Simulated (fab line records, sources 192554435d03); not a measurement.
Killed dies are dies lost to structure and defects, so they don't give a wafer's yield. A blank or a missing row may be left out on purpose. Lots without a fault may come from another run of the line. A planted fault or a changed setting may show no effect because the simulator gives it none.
Split-lot experiment | flow n5_finfet | 7 lots, 21 wafers read, on a route of 1938 steps

THE SPLIT
At N5_BEOL_M12_ILD_DEP_00 (deposits SiOC from DEMS/O2, target thk 658.92 nm, time 130.7 s), the setting time_s was moved away from the recipe's 130.7 s on 9 of the 21 wafers read, by -12.9% to +9.1%. The other wafers ran this setting at the recipe's value.

The file shows no step between the split and the reading.

THE READING
M12_ILD_THK, in nm, at N5_BEOL_M12_THK_MEAS_01. Fault-free wafers of this fab line usually give 659 nm, standard deviation 7.1 nm.

wafer  | tool, chamber at the split | time_s as run, s | against the recipe | M12_ILD_THK, nm | against lot-mates on the recipe
L080.4 | pecvd-02, 2                | 130.7            | recipe             | 662             | -
L080.5 | pecvd-02, 1                | 130.7            | recipe             | 666             | -
L080.6 | pecvd-02, 0                | 130.7            | recipe             | 661             | -
L083.1 | pecvd-01, 0                | 130.7            | recipe             | 658             | -
L083.3 | pecvd-01, 2                | 130.7            | recipe             | 654             | -
L083.4 | pecvd-01, 1                | 113.8            | -12.9%             | 580             | -76
L082.1 | pecvd-01, 1                | 130.7            | recipe             | 653             | -
L082.3 | pecvd-01, 2                | 130.7            | recipe             | 661             | -
L082.4 | pecvd-01, 1                | 124.6            | -4.7%              | 632             | -25
L085.1 | pecvd-01, 0                | 142.6            | +9.1%              | 710             | +54
L085.2 | pecvd-01, 2                | 130.7            | recipe             | 656             | -
L085.3 | pecvd-01, 1                | 142.6            | +9.1%              | 709             | +53
L087.3 | pecvd-02, 2                | 120.7            | -7.7%              | 597             | -64
L087.4 | pecvd-02, 1                | 130.7            | recipe             | 664             | -
L087.6 | pecvd-02, 2                | 130.7            | recipe             | 657             | -
L092.1 | pecvd-02, 2                | 130.7            | recipe             | 655             | -
L092.4 | pecvd-02, 0                | 114.5            | -12.4%             | 574             | -81
L092.5 | pecvd-02, 1                | 114.5            | -12.4%             | 583             | -72
L093.1 | pecvd-01, 2                | 121.9            | -6.7%              | 612             | -50
L093.4 | pecvd-01, 2                | 121.9            | -6.7%              | 621             | -41
L093.6 | pecvd-01, 0                | 130.7            | recipe             | 662             | -

THE FIT
A straight line over all 21 wafers: M12_ILD_THK changes by +6.22 nm for each +1% of time_s; r = +0.99; the points scatter about the line by 5.3 nm.
The same after taking each lot's own level away (the mean of its wafers on the recipe; 21 wafers): +6.19 nm for each +1%; r = +0.99; scatter 5 nm.
On that fit, the largest move of time_s shifts the reading by 80 nm.
The lots' own levels span 655.0 to 663.0 nm, that is 1.1 times the standard deviation above.
So the lot-to-lot level changes the slope little: the two slopes agree.
Check: with one of the wafers moved furthest among these (-12.9%) left out of the fit, the line predicts -82.4 nm for it against its lot-mates. It came out at -76 nm against them.

OTHER SPLITS ON THESE WAFERS
These wafers also went through other splits before the reading. Each is held against what the fit with the lots' levels taken away leaves over:
other split on the same wafers | wafers away from the commonest value | r with M12_ILD_THK (lot level and that fit taken away)
N5_BEOL_M11_EXPOSE_08 dose_mj  | 5                                    | +0.00

THE WHOLE CHAIN: every reading that the file lists as answering this split, in the file's order
step                    | what it does                                                   | reading                                                                             | change (the file's fit)              | r (the file's)
N5_BEOL_M12_ILD_DEP_00  | deposits SiOC from DEMS/O2, target thk 658.92 nm, time 130.7 s | SiOC_of_BEOL_M12_ILD_DEP_00.thk_nm (the simulator's own value, which no gauge read) | +6.27 nm for each +1% of the setting | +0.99
N5_BEOL_M12_THK_MEAS_01 |                                                                | M12_ILD_THK                                                                         | +6.28 for each +1% of the setting    | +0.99

THE FILE'S OWN FIT
M12_ILD_THK changes by +6.28 nm for each +1% of time_s, r = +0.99.
